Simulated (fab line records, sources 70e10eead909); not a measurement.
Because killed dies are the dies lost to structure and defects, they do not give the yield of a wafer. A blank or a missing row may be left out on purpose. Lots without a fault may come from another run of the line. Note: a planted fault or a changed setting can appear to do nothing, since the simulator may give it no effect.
fab line records ; flow nandHarc
record: lots: 6; wafers: 18; lastDay: 34
route steps=1302 shown P_GATE@115 END@1302
lots with no fault: from the same line, run without faults
startH: hours from the record's first day to the start of the lot's first wafer shown ; waitH: how many hours have passed since the lot's step before this one ; " identical to the entry in the row above ; L1.1+2: a single row standing in for several wafers ; - no value, or no start was given ; * or withheld: withheld ; < > ~ a bound
route shown NAME@n: NAME is a module with steps in the file, n the number in the route of the first one ; usual: mean/standard deviation taken from wafers without a fault ; same: alike in all rows ; chamber/n: place in a boat ; sites: each site's reading ; _std_site: the values' standard deviation ; _edge_site: outer sites' mean less inner sites' ; radiusMm: for every site, how far away it sits from the centre of the wafer ; mask NAME#n: copy n ; behind: the tool/chamber that last shaped the wafer ; hold: the reason the lot was held/the length of the hold in hours/how it ended ; device: names the non-switching transistor (n, p or np) ; end of line: the same wafers' tests at the end of the route ; where a step has no rows: the recipe by itself ; killed: the dies lost at the first sort to structure and to defects; this is not the yield of the wafer ; map: shows each die of a wafer: x if killed, . if not, _ if none is there
set.NAME: the setting that was run; set.NAME@STEP: the one run at that earlier step ; model.NAME: the simulator's own value behind a step, which no gauge read
certain route steps with their lots: each step a table, each wafer a row
services: when a tool's chamber went out of use (startH, in hours from the record's first day, below 0 if earlier), for how many hours, and the reason
== steps ==
step: NHARC_P_GATE_HMDS_04
recipe: timeS: 30
step: NHARC_P_GATE_COAT_05
recipe: spinRpm: 4690
step: NHARC_P_GATE_SOFTBAKE_06
recipe: tempC: 122; timeS: 95
step: NHARC_P_GATE_EBR_07
step: NHARC_P_GATE_EXPOSE_08
recipe: na: 0.6; doseMj: 16.75; maskId: P_HV
step: NHARC_P_GATE_PEB_09
recipe: pebTempC: 118; pebTimeS: 85
step: NHARC_P_GATE_DEVELOP_10
recipe: timeS: 70
step: NHARC_P_GATE_CD_MEAS_11
recipe: targetCdNm: 1640; landingEnergyEv: 500
usual: cdNm: 1639.7/2.4
lot.wafer;tool;chamber;startH;waitH;cdNm
L573.3;cdSem-03;0;168.06;-;1639.6
L573.5;cdSem-03;0;168.06;-;1637.1
L573.6;cdSem-03;0;168.06;-;1638.8
L574.4;cdSem-02;0;177.14;-;1636.5
L574.5;cdSem-02;0;177.14;-;1637.7
L574.6;cdSem-02;0;177.14;-;1637.8
L579.2;cdSem-03;0;229.74;-;1637.9
L579.3;cdSem-03;0;229.74;-;1636.9
L579.4;cdSem-03;0;229.74;-;1640.4
L582.4;cdSem-02;0;256.92;-;1635.4
L582.5;cdSem-02;0;256.92;-;1637.4
L582.6;cdSem-02;0;256.92;-;1638.9
L583.2;cdSem-03;0;261.80;-;1639.3
L583.5;cdSem-03;0;261.80;-;1644.3
L583.6;cdSem-03;0;261.80;-;1641.9
L587.3;cdSem-02;0;302.63;-;1635.6
L587.4;cdSem-02;0;302.63;-;1639.0
L587.5;cdSem-02;0;302.63;-;1637.7
step: NHARC_P_GATE_HARDBAKE_12
recipe: tempC: 125; timeS: 80
step: NHARC_P_GATE_DESCUM_13
recipe: timeS: 3; o2FlowSccm: 200; arFlowSccm: 0; biasPowerW: 0; chemistry: O2
step: NHARC_P_GATE_ETCH_14
recipe: targetDepthA: 488; chemistry: dHF; material: SiO2
step: NHARC_P_GATE_STRIP_15
recipe: timeS: 780; tempC: 130; chemistry: SPM
step: NHARC_P_GATE_PRECLEAN_71
recipe: timeS: *; tempC: 50; bathAgeMin: 0; chemistry: SC1
usual: h2o2FlowMLMin: 56.59/0.17
lot.wafer;tool;chamber;startH;waitH;h2o2FlowMLMin
L573.6;wetBench-06;3;168.44;-;56.44
L573.3;wetBench-06;5;168.44;-;56.45
L573.5;wetBench-06;6;168.44;-;56.92
L574.5;wetBench-06;0;177.52;-;56.43
L574.6;wetBench-06;1;177.52;-;56.59
L574.4;wetBench-06;2;177.52;-;56.57
L579.2;wetBench-09;1;230.12;-;56.56
L579.3;wetBench-09;3;230.12;-;56.68
L579.4;wetBench-09;4;230.12;-;56.72
L582.5;wetBench-06;5;257.29;-;56.44
L582.6;wetBench-06;7;257.29;-;56.66
L582.4;wetBench-06;2;257.29;-;56.53
L583.5;wetBench-06;6;262.18;-;56.39
L583.6;wetBench-06;7;262.18;-;56.60
L583.2;wetBench-06;0;262.18;-;56.32
L587.5;wetBench-09;4;303.01;-;56.76
L587.3;wetBench-09;6;303.01;-;56.42
L587.4;wetBench-09;0;303.01;-;56.68
step: NHARC_P_GATE_SRD_72
step: NHARC_P_GATE_OXIDE_16
recipe: targetThkA: 30; tempC: 875; oxTimeS: 392; material: SiO2
step: NHARC_P_GATE_CVD_17
recipe: targetThkA: 1500; tempC: 620; timeS: 900; material: poly-Si
step: NHARC_P_GATE_HM_DEP_102
recipe: targetThkA: 1200; tempC: 400; material: aC
usual: throttleValvePct: 35.000/0.0093
lot.wafer;tool;chamber;startH;waitH;throttleValvePct
L573.3;aclDep-01;0;182.67;2.4;34.996
L573.5;aclDep-01;0;182.67;2.4;34.996
L573.6;aclDep-01;0;182.67;2.4;34.986
L574.4;aclDep-03;0;190.34;1.2;35.004
L574.5;aclDep-03;0;190.34;1.2;35.007
L574.6;aclDep-03;0;190.34;1.2;34.998
L579.2;aclDep-03;0;247.75;6.0;34.990
L579.3;aclDep-03;0;247.75;6.0;35.012
L579.4;aclDep-03;0;247.75;6.0;34.992
L582.4;aclDep-03;0;275.13;5.9;34.997
L582.5;aclDep-03;0;275.13;5.9;35.001
L582.6;aclDep-03;0;275.13;5.9;34.992
L583.2;aclDep-03;0;275.56;1.5;35.007
L583.5;aclDep-03;0;275.56;1.5;34.995
L583.6;aclDep-03;0;275.56;1.5;35.004
L587.3;aclDep-03;0;319.00;3.9;35.003
L587.4;aclDep-03;0;319.00;3.9;35.008
L587.5;aclDep-03;0;319.00;3.9;35.006
step: NHARC_P_GATE_DEP_103
recipe: targetThkA: 300; targetThkNm: 30; tempC: 400; flowSccm: 200; rfW: 350; material: SiON
usual: heaterPowerW: 703/82
lot.wafer;tool;chamber;startH;waitH;heaterPowerW;sinceWetCleanH
L573.3;pecvd-02;1;183.14;0.4;700;124
L573.6;pecvd-02;0;183.14;0.4;685;-
L573.5;pecvd-02;2;183.14;0.4;657;-
L574.5;pecvd-04;1;190.76;0.2;662;-
L574.4;pecvd-04;2;190.76;0.2;586;-
L574.6;pecvd-04;0;190.76;0.2;828;-
L579.3;pecvd-02;0;248.31;0.3;561;8
L579.2;pecvd-02;2;248.31;0.3;625;8
L579.4;pecvd-02;0;248.31;0.3;571;-
L582.6;pecvd-02;2;275.56;0.1;680;-
L582.4;pecvd-02;0;275.56;0.1;622;-
L582.5;pecvd-02;1;275.56;0.1;812;-
L583.2;pecvd-02;1;276.12;0.5;701;36
L583.5;pecvd-02;1;276.12;0.5;680;-
L583.6;pecvd-02;0;276.12;0.5;644;-
L587.3;pecvd-02;1;319.48;0.4;819;79
L587.4;pecvd-02;0;319.48;0.4;623;-
L587.5;pecvd-02;2;319.48;0.4;680;-
step: NHARC_P_GATE_DEHYDRATE_18
recipe: tempC: 150; timeS: 120
step: NHARC_P_GATE_HMDS_19
recipe: timeS: 30
step: NHARC_P_GATE_COAT_20
recipe: spinRpm: 1500; resistThkNm: 90
step: NHARC_P_GATE_SOFTBAKE_21
recipe: tempC: 105; timeS: 55
step: NHARC_P_GATE_EBR_22
step: NHARC_P_GATE_EXPOSE_23
recipe: na: 1.35; targetCdNm: 120; doseMj: 93.91; maskId: P_GATE
step: NHARC_P_GATE_PEB_24
recipe: pebTempC: 100; pebTimeS: 65
step: NHARC_P_GATE_DEVELOP_25
recipe: developTimeS: 35; devTempC: 23
step: NHARC_P_GATE_CD_MEAS_26
recipe: targetCdNm: 120; landingEnergyEv: 500
usual: cdNm: 120.0/0.78
lot.wafer;tool;chamber;startH;waitH;cdNm
L573.3;cdSem-01;0;183.80;-;119.0
L573.5;cdSem-01;0;183.80;-;118.5
L573.6;cdSem-01;0;183.80;-;119.4
L574.4;cdSem-03;0;191.36;-;119.3
L574.5;cdSem-03;0;191.36;-;119.7
L574.6;cdSem-03;0;191.36;-;120.0
L579.2;cdSem-02;0;248.99;-;121.3
L579.3;cdSem-02;0;248.99;-;120.7
L579.4;cdSem-02;0;248.99;-;121.1
L582.4;cdSem-02;0;276.16;-;119.5
L582.5;cdSem-02;0;276.16;-;120.5
L582.6;cdSem-02;0;276.16;-;120.2
L583.2;cdSem-01;0;276.80;-;119.3
L583.5;cdSem-01;0;276.80;-;118.5
L583.6;cdSem-01;0;276.80;-;119.0
L587.3;cdSem-02;0;320.14;-;120.4
L587.4;cdSem-02;0;320.14;-;120.9
L587.5;cdSem-02;0;320.14;-;120.8
step: NHARC_P_GATE_OVL_MEAS_27
usual: overlayXNm: 0.1/0.81; overlayYNm: 0.1/0.83
lot.wafer;tool;chamber;startH;waitH;overlayXNm;overlayYNm
L573.3;overlay-01;-;183.88;-;-0.5;0.5
L573.5;overlay-01;-;183.88;-;-0.7;1.1
L573.6;overlay-01;-;183.88;-;-0.6;1.0
L574.4;overlay-02;-;191.44;-;0.2;0.6
L574.5;overlay-02;-;191.44;-;-0.3;0.7
L574.6;overlay-02;-;191.44;-;-0.1;0.6
L579.2;overlay-01;-;249.08;-;0.6;0.4
L579.3;overlay-01;-;249.08;-;0.5;0.3
L579.4;overlay-01;-;249.08;-;0.2;0.8
L582.4;overlay-01;-;276.24;-;0.9;0.8
L582.5;overlay-01;-;276.24;-;0.8;0.8
L582.6;overlay-01;-;276.24;-;0.8;1.4
L583.2;overlay-02;-;276.89;-;-0.9;-0.9
L583.5;overlay-02;-;276.89;-;-0.5;-0.4
L583.6;overlay-02;-;276.89;-;-0.3;-0.2
L587.3;overlay-02;-;320.23;-;-0.3;-1.0
L587.4;overlay-02;-;320.23;-;0.2;-1.1
L587.5;overlay-02;-;320.23;-;0.4;-0.9
step: NHARC_P_GATE_INSPECT_28
usual: rawDefectCount: 6/3.4
lot.wafer;tool;chamber;startH;waitH;rawDefectCount
L573.3;defectInspect-01;-;183.92;0.0;3
L573.5;defectInspect-01;-;183.92;0.0;6
L573.6;defectInspect-01;-;183.92;0.0;9
L574.4;defectInspect-02;-;191.48;0.0;4
L574.5;defectInspect-02;-;191.48;0.0;2
L574.6;defectInspect-02;-;191.48;0.0;5
L579.2;defectInspect-01;-;249.11;0.0;9
L579.3;defectInspect-01;-;249.11;0.0;5
L579.4;defectInspect-01;-;249.11;0.0;8
L582.4;defectInspect-02;-;276.28;0.0;1486
L582.5;defectInspect-02;-;276.28;0.0;1474
L582.6;defectInspect-02;-;276.28;0.0;1411
L583.2;defectInspect-02;-;276.93;0.0;1404
L583.5;defectInspect-02;-;276.93;0.0;1410
L583.6;defectInspect-02;-;276.93;0.0;1420
L587.3;defectInspect-01;-;320.26;0.0;3
L587.4;defectInspect-01;-;320.26;0.0;3
L587.5;defectInspect-01;-;320.26;0.0;3
step: NHARC_P_GATE_DESCUM_31
recipe: timeS: 3; o2FlowSccm: 200; arFlowSccm: 0; biasPowerW: 0; chemistry: O2
step: NHARC_P_GATE_ETCH_104
recipe: targetDepthA: 600; timeS: withheld; cf4FlowSccm: 100; chf3FlowSccm: 30; arFlowSccm: 0; rfW: 500; biasW: 200; chemistry: CF4/CHF3
step: NHARC_P_GATE_HM_OPEN_105
recipe: targetDepthA: 3600; o2FlowSccm: 400; cosFlowSccm: 20; arFlowSccm: 0; rfW: 500; biasW: 300; chemistry: O2/COS
step: NHARC_P_GATE_STRIP_106
recipe: o2FlowSccm: 400; cosFlowSccm: 20; arFlowSccm: 0; biasW: 0; chemistry: O2/COS
step: NHARC_P_GATE_ETCH_114
recipe: targetDepthA: 300; overetchA: 30; timeS: 16.5; ionEnergyEv: 100; cf4FlowSccm: 80; o2FlowSccm: 20; arFlowSccm: 0; rfW: 300; biasW: 100; chemistry: CF4/O2
usual: drypumpMotorCurrentA: 5.8/0.39; mfcArSccm: 0.015/0.012; oesProductAu: 1.001/0.0095; rfVppV: 198.1/1.4; showerheadPlenumPTorr: 1.35/0.059; throttleValvePct: 13.395/0.011
lot.wafer;tool;chamber;startH;waitH;drypumpMotorCurrentA;mfcArSccm;oesProductAu;rfHoursCounterH;rfVppV;showerheadPlenumPTorr;throttleValvePct
L573.3;rieDiel-06;3;-;-;5.7;0.030;1.025;2;198.7;1.41;13.384
L573.6;rieDiel-06;3;-;-;5.8;0.030;1.009;-;199.8;1.41;13.400
L573.5;rieDiel-06;0;-;-;5.5;0.023;1.000;-;198.7;1.37;13.384
L574.4;rieDiel-12;0;-;-;5.9;0.028;1.001;7;199.3;1.42;13.394
L574.6;rieDiel-12;1;-;-;5.8;0.025;1.001;-;199.2;1.37;13.397
L574.5;rieDiel-12;2;-;-;5.9;0;0.987;-;195.6;1.25;13.378
L579.2;rieDiel-12;3;-;-;6.5;0;1.008;10;200.1;1.41;13.396
L579.4;rieDiel-12;0;-;-;5.9;0.028;0.998;11;199.1;1.42;13.386
L579.3;rieDiel-12;1;-;-;5.8;0.025;0.997;10;198.0;1.37;13.381
L582.4;rieDiel-06;0;-;-;5.5;0.023;0.988;9;198.0;1.36;13.402
L582.6;rieDiel-06;0;-;-;5.5;0.023;0.994;-;198.3;1.36;13.379
L582.5;rieDiel-06;1;-;-;5.1;0.006;0.994;-;196.4;1.34;13.393
L583.2;rieDiel-06;0;-;-;5.5;0.023;1.001;9;197.1;1.36;13.382
L583.5;rieDiel-06;3;-;-;5.8;0.030;1.009;-;198.3;1.41;13.391
L583.6;rieDiel-06;0;-;-;5.5;0.023;1.003;-;199.1;1.36;13.388
L587.3;rieDiel-05;2;-;-;5.5;0.003;1.003;3;196.8;1.30;13.402
L587.4;rieDiel-05;0;-;-;6.1;0.015;1.012;3;197.2;1.33;13.388
L587.5;rieDiel-05;2;-;-;5.5;0.003;1.015;-;196.3;1.30;13.379
step: NHARC_P_GATE_ETCH_32
recipe: targetDepthA: 1500; overEtchFrac: 1; overEtchIonEnergyEv: 40; timeS: 100.1; hbrFlowSccm: 150; cl2FlowSccm: 50; rfW: 400; icpW: 400; biasW: 100; chemistry: HBr/Cl2
usual: drypumpMotorCurrentA: 5.7/0.51; oesProductAu: 1.000/0.0094; throttleValvePct: 26.404/0.0087
same: overEtchFrac: 1
lot.wafer;tool;chamber;startH;waitH;drypumpMotorCurrentA;oesProductAu;rfHoursCounterH;throttleValvePct
L573.3;rieSi-02;2;184.45;-;5.3;1.005;0.5;26.409
L573.5;rieSi-02;1;184.45;-;5.3;1.002;-;26.402
L573.6;rieSi-02;2;184.45;-;5.3;1.004;-;26.409
L574.4;rieSi-04;0;192.02;-;5.8;0.992;0.1;26.401
L574.5;rieSi-04;3;192.02;-;5.6;0.992;-;26.404
L574.6;rieSi-04;0;192.02;-;5.8;0.997;-;26.409
L579.2;rieSi-02;0;249.63;-;6.7;1.008;1.1;26.410
L579.3;rieSi-02;1;249.63;-;5.3;1.004;1.0;26.413
L579.4;rieSi-02;2;249.63;-;5.3;1.001;0.8;26.399
L582.4;rieSi-02;3;276.81;-;5.8;0.996;1.0;26.415
L582.6;rieSi-02;2;276.81;-;5.3;0.991;-;26.395
L582.5;rieSi-02;3;276.81;-;5.7;0.999;-;26.412
L583.2;rieSi-05;2;277.45;-;5.2;0.991;0.8;26.395
L583.5;rieSi-05;2;277.45;-;5.1;0.996;-;26.402
L583.6;rieSi-05;3;277.45;-;5.8;0.997;-;26.414
L587.3;rieSi-02;0;320.80;-;6.8;1.007;0.2;26.410
L587.4;rieSi-02;2;320.80;-;5.3;0.996;0.2;26.417
L587.5;rieSi-02;3;320.80;-;5.7;0.999;-;26.399
step: NHARC_P_GATE_STRIP_108
recipe: o2FlowSccm: 500; arFlowSccm: 0; biasW: 0; chemistry: O2
step: NHARC_P_GATE_CD_MEAS_33
usual: cdNm: 120.4/3
lot.wafer;tool;chamber;startH;waitH;cdNm
L573.3;cdSem-02;-;184.78;-;118.6
L573.5;cdSem-02;-;184.78;-;118.3
L573.6;cdSem-02;-;184.78;-;121.3
L574.4;cdSem-02;-;192.34;-;118.6
L574.5;cdSem-02;-;192.34;-;119.9
L574.6;cdSem-02;-;192.34;-;120.0
L579.2;cdSem-03;-;249.97;-;117.5
L579.3;cdSem-03;-;249.97;-;122.9
L579.4;cdSem-03;-;249.97;-;123.7
L582.4;cdSem-03;-;277.14;-;118.9
L582.5;cdSem-03;-;277.14;-;120.0
L582.6;cdSem-03;-;277.14;-;122.5
L583.2;cdSem-01;-;277.78;-;119.5
L583.5;cdSem-01;-;277.78;-;118.1
L583.6;cdSem-01;-;277.78;-;120.0
L587.3;cdSem-01;-;321.13;-;122.1
L587.4;cdSem-01;-;321.13;-;124.5
L587.5;cdSem-01;-;321.13;-;127.2
step: NHARC_P_GATE_STRIP_35
recipe: timeS: 600; tempC: 130; chemistry: SPM
step: NHARC_P_GATE_PRECLEAN_73
recipe: timeS: *; tempC: 50; bathAgeMin: 0; chemistry: SC1
step: NHARC_P_GATE_SRD_74
step: NHARC_P_GATE_ALD_36
recipe: targetThkA: 200; pulseTimeS: 60; aldCycles: 223; tempC: 400; material: SiNx
usual: heaterPowerW: 891/96; precursorPulseHeightRel: 1.001/0.021
lot.wafer;tool;chamber;startH;waitH;heaterPowerW;precursorPulseHeightRel;sinceWetCleanH
L573.3;aldSin-02;1;188.39;-;769;1.019;48
L573.6;aldSin-02;2;189.45;-;822;0.997;-
L573.5;aldSin-02;3;190.50;-;954;0.988;-
L574.4;aldSin-03;0;192.79;-;748;0.992;10
L574.5;aldSin-03;0;197.00;-;747;1.052;-
L574.6;aldSin-03;1;198.05;-;770;1.015;-
L579.2;aldSin-02;3;250.42;-;978;1.036;110
L579.3;aldSin-02;0;251.86;-;880;0.991;111
L579.4;aldSin-02;0;256.16;-;872;0.995;-
L583.2;aldSin-02;3;278.24;-;970;0.984;138
L583.5;aldSin-02;3;282.49;-;957;0.991;-
L583.6;aldSin-02;0;283.55;-;892;1.039;-
L582.4;aldSin-03;3;280.74;-;901;0.993;98
L582.6;aldSin-03;0;281.78;-;742;1.015;-
L582.5;aldSin-03;1;282.83;-;745;0.997;-
L587.3;aldSin-04;1;321.58;-;962;1.009;41
L587.4;aldSin-04;0;324.82;-;902;0.989;44
L587.5;aldSin-04;1;325.90;-;951;0.984;-
step: NHARC_P_GATE_ETCHBACK_37
recipe: targetDepthA: 345; timeS: 17.2; chf3FlowSccm: 50; o2FlowSccm: 10; arFlowSccm: 200; rfW: 500; biasW: 200; chemistry: CHF3/O2
step: NHARC_P_GATE_INSPECT_68
usual: rawDefectCount: 193/65
lot.wafer;tool;chamber;startH;waitH;rawDefectCount
L573.3;defectInspect-01;-;202.18;0.1;371
L573.5;defectInspect-01;-;202.18;0.1;314
L573.6;defectInspect-01;-;202.18;0.1;206
L574.4;defectInspect-02;-;209.64;0.1;275
L574.5;defectInspect-02;-;209.64;0.1;201
L574.6;defectInspect-02;-;209.64;0.1;241
L579.2;defectInspect-02;-;269.74;0.1;121
L579.3;defectInspect-02;-;269.74;0.1;175
L579.4;defectInspect-02;-;269.74;0.1;113
L582.4;defectInspect-01;-;294.68;0.1;1681
L582.5;defectInspect-01;-;294.68;0.1;1711
L582.6;defectInspect-01;-;294.68;0.1;1730
L583.2;defectInspect-02;-;295.39;0.1;1545
L583.5;defectInspect-02;-;295.39;0.1;1555
L583.6;defectInspect-02;-;295.39;0.1;1613
L587.3;defectInspect-01;-;339.23;0.1;287
L587.4;defectInspect-01;-;339.23;0.1;205
L587.5;defectInspect-01;-;339.23;0.1;220
step: NHARC_END_SORT_01
recipe: tempC: 25
usual: killedAtArray: 57/18; killedAtOther: 0.8/1; killedAtPeriphery: 3.9/2.8; killedDies: 62/18; killedOpen: 3.4/1.8; killedShort: 2.2/1.6
same: grossDies: 677
lot.wafer;tool;chamber;startH;waitH;killedAtArray;killedAtOther;killedAtPeriphery;killedDies;killedOpen;killedShort
L573.3;prober-02;0;655.42;3.1;76;0;7;83;3;1
L573.5;prober-02;0;656.99;3.6;74;0;6;80;5;5
L573.6;prober-02;0;657.78;3.9;59;0;6;65;6;1
L579.2;prober-01;0;705.66;2.8;51;0;1;52;1;2
L579.3;prober-01;0;706.45;3.1;72;0;5;77;4;0
L579.4;prober-01;0;707.24;3.4;72;0;3;75;6;4
L583.2;prober-01;0;749.74;2.8;59;0;101;160;3;1
L583.5;prober-01;0;752.13;3.7;93;0;96;189;1;4
L583.6;prober-01;0;752.93;4.0;93;0;62;155;1;3
L582.4;prober-02;0;751.25;3.3;37;0;106;143;4;2
L582.5;prober-02;0;752.04;3.6;34;0;108;142;3;2
L582.6;prober-02;0;752.82;3.9;38;4;63;105;4;0
killed by level:class
L573.3 A_CHANNEL_HOLE_D1:chamberFilmFlake=43 A_CHANNEL_HOLE_D2:chamberFilmFlake=24 P_M2:chamberFilmFlake=4 P_CONTACT:chamberFilmFlake=3 A_DECK1_JOINT:geometricParticle:short=1 A_ONON_D2:geometricParticle:open=1 A_CHANNEL_HOLE_D2:geometricParticle:open=1 A_BLC:geometricParticle:open=1
L573.5 A_CHANNEL_HOLE_D1:chamberFilmFlake=44 A_CHANNEL_HOLE_D2:chamberFilmFlake=16 A_CONTACT:chamberFilmFlake=4 A_WL_FILL:geometricParticle:short=2 P_STI:chamberFilmFlake=2 P_M2:chamberFilmFlake=2 P_CONTACT:geometricParticle:open=1 A_CHANNEL_HOLE_D1:geometricParticle:short=1
L573.6 A_CHANNEL_HOLE_D1:chamberFilmFlake=35 A_CHANNEL_HOLE_D2:chamberFilmFlake=12 A_ONON_D2:geometricParticle:open=2 P_STI:chamberFilmFlake=2 A_M0:geometricParticle:open=2 P_CONTACT:chamberFilmFlake=2 A_SLIT:chamberFilmFlake=2 A_CONTACT:chamberFilmFlake=2
L579.2 A_CHANNEL_HOLE_D1:chamberFilmFlake=31 A_CHANNEL_HOLE_D2:chamberFilmFlake=11 A_SLIT:chamberFilmFlake=4 P_STI:geometricParticle:open=1 A_DECK1_JOINT:geometricParticle:short=1 A_CHANNEL_FILL_D2:geometricParticle:short=1 A_CHANNEL_FILL_D1:chamberFilmFlake=1 A_STAIRCASE:chamberFilmFlake=1
L579.3 A_CHANNEL_HOLE_D1:chamberFilmFlake=39 A_CHANNEL_HOLE_D2:chamberFilmFlake=18 A_SLIT:chamberFilmFlake=4 A_CONTACT:chamberFilmFlake=4 A_STAIRCASE:chamberFilmFlake=3 P_ZERO_WELL:chamberFilmFlake=2 P_CONTACT:geometricParticle:open=1 P_M0:geometricParticle:open=1
L579.4 A_CHANNEL_HOLE_D1:chamberFilmFlake=34 A_CHANNEL_HOLE_D2:chamberFilmFlake=18 A_SLIT:chamberFilmFlake=6 A_WL_FILL:geometricParticle:open=3 A_CONTACT:chamberFilmFlake=3 P_GATE:geometricParticle:open=1 P_GATE:geometricParticle:short=1 P_CONTACT:geometricParticle:open=1
L583.2 P_GATE:unspecified=97 A_SLIT:chamberFilmFlake=32 A_CHANNEL_HOLE_D1:chamberFilmFlake=6 A_CHANNEL_HOLE_D2:chamberFilmFlake=4 A_BONDPAD:chamberFilmFlake=4 A_CONTACT:chamberFilmFlake=3 P_M1:chamberFilmFlake=2 A_CHANNEL_FILL_D2:chamberFilmFlake=2
L582.4 P_GATE:unspecified=101 A_CHANNEL_HOLE_D1:chamberFilmFlake=16 A_CONTACT:chamberFilmFlake=4 A_STAIRCASE:chamberFilmFlake=3 A_SLIT:chamberFilmFlake=3 P_STI:chamberFilmFlake=2 A_M1:chamberFilmFlake=2 P_M1:chamberFilmFlake=2
L582.5 P_GATE:unspecified=103 A_CHANNEL_HOLE_D1:chamberFilmFlake=11 A_CONTACT:chamberFilmFlake=4 A_STAIRCASE:chamberFilmFlake=4 A_SLIT:chamberFilmFlake=4 P_M1:chamberFilmFlake=3 A_WL_FILL:geometricParticle:open=2 A_CHANNEL_FILL_D1:chamberFilmFlake=2
L583.5 P_GATE:unspecified=92 A_CHANNEL_HOLE_D1:chamberFilmFlake=38 A_SLIT:chamberFilmFlake=19 A_CHANNEL_HOLE_D2:chamberFilmFlake=12 A_BONDPAD:chamberFilmFlake=8 A_CONTACT:chamberFilmFlake=6 P_M1:chamberFilmFlake=3 A_WL_FILL:chamberFilmFlake=3
L582.6 P_GATE:unspecified=55 A_CHANNEL_HOLE_D1:chamberFilmFlake=11 A_SLIT:chamberFilmFlake=7 A_CONTACT:chamberFilmFlake=6 P_GATE:chamberFilmFlake=5 THIN_TSV:chamberFilmFlake=4 A_STAIRCASE:chamberFilmFlake=3 A_WL_FILL:geometricParticle:open=2
L583.6 P_GATE:unspecified=57 A_CHANNEL_HOLE_D1:chamberFilmFlake=34 A_SLIT:chamberFilmFlake=24 A_CHANNEL_HOLE_D2:chamberFilmFlake=19 A_BONDPAD:chamberFilmFlake=5 P_M1:chamberFilmFlake=3 A_CHANNEL_FILL_D2:chamberFilmFlake=2 A_STAIRCASE:chamberFilmFlake=2
map L582.4 (x killed, . not)
____________.____________
_________......._________
_______..........._______
______.......x.....______
_____..............._____
____...........x.....____
____........x.......x____
___.x.xx......x.......___
___xxxx.x............x___
__xxxxxxxx.....x.......__
__xxxxxxxx.............__
_xxxxxxxxx.............._
_xxxxxxxx.x............._
_xxxxxxxxx........xxx..._
_xxxxxxxx..........x...._
_xxxxxxxxx..........xxxx_
xxxxxxxxxx.........xxx...
xxxxxxxxx............x...
.xxxxxx.x...........x..x.
..xxxxxx.............x...
...xxx...............x...
_......................._
_.....x.........x...x..._
_.....x......x.........._
_......................._
_......................._
__.............x.......__
__...x...........x.....__
___................x..___
___............x..x...___
____............xxx..____
____...........x..x..____
_____..............._____
______.............______
_______..........._______
_________...x..._________
____________.____________
map L583.5 (x killed, . not)
____________.____________
_________xxxxx.._________
_______xxxxx.....x_______
______xxxxxx.....x.______
_____.xxxxxx........_____
____xx.xxxxx....x....____
____..xxx..........x.____
___x...x.x............___
___........x..........___
__....x................__
__.....................__
_......................._
_.............xxx......._
_............xxx........_
_...........xxxxxx......_
_.........xxxxxxxxx....._
...........xxxxxxxx.x....
...........xxxxxxxxx.....
.........x.xxxxxxxx......
.x.........xxxxxxxx......
...........xxxxxxxxx.....
_..x.......xxxxxxxxx...._
_..........xxxxxxxxxx..._
_xxx.........xxxxxx....._
_...........xx.xxxxxx.x._
_..........x...x.xx.x..._
__...........xx..xxx.x.__
__.............xxx.xx.x__
___............xxxxxxx___
___.........xx.xx.xxxx___
____............xxxxx____
____..............xx.____
_____............xx._____
______.......x.x...______
_______.........x._______
_________......._________
____________.____________
== services ==
tool;chamber;startH;hours;kind
rieSi-04;0;146.90;12.2;repair
pecvd-02;2;149.74;5.4;repair
rieDiel-05;2;155.74;2.8;repair
pecvd-02;0;158.48;20.2;repair
pecvd-04;-;158.73;3.2;repair
rieSi-04;-;165.00;9.0;pm
rieSi-05;1;169.01;2.3;repair
aldSin-03;-;175.01;10.0;pm
wetBench-09;-;176.86;8.0;pm
wetBench-06;-;193.60;8.0;pm
aldSin-03;-;203.40;0.9;repair
rieDiel-06;2;213.22;6.0;repair
rieDiel-06;3;220.10;6.1;repair
aldSin-03;0;226.96;2.0;repair
pecvd-02;-;227.37;13.0;pm
aldSin-02;2;250.22;5.4;repair
rieDiel-12;-;268.40;9.0;pm
rieSi-02;-;277.00;9.0;pm
rieDiel-12;3;283.44;5.6;repair
rieDiel-06;2;294.14;7.0;repair
wetBench-06;-;298.38;0.8;repair
aclDep-03;-;302.11;13.0;pm
rieDiel-06;-;307.27;9.0;pm
aldSin-03;-;319.64;0.9;repair
== key ==
firstSign: step: NHARC_P_GATE_INSPECT_28; reading: rawDefectCount; direction: up; sigmas: 99+; usual: 6; struck: 1434
effect: step: NHARC_P_GATE_INSPECT_68; reading: rawDefectCount; direction: up; sigmas: 22; usual: 193; struck: 1639
effect: step: NHARC_END_SORT_01; reading: killedAtPeriphery; direction: up; sigmas: 30; usual: 3.9; struck: 89.3
moreKillsBornAt: NHARC_P_GATE_PRECLEAN_71@wetBench-06: 505
metAt NHARC_P_GATE_PRECLEAN_71
struckWafers L582.4,L582.5,L582.6,L583.2,L583.5,L583.6
testerLeftOut L582,L583
onsetBetween 177.52 257.29
fault: kind: chamberParticleSource; tool: wetBench-06; chamber: -; onsetH: 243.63; steps: NHARC_P_GATE_PRECLEAN_71; ratePerVisitCm2: 2.1877; endH: 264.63
testerLeftOut: of these lots the tester's yield and bins aren't shown, on N5 and GAA mostly nor the transistor test; their killed dies are dies lost to structure and defects alone, not to doping, threshold or leakage, so they don't give the yield
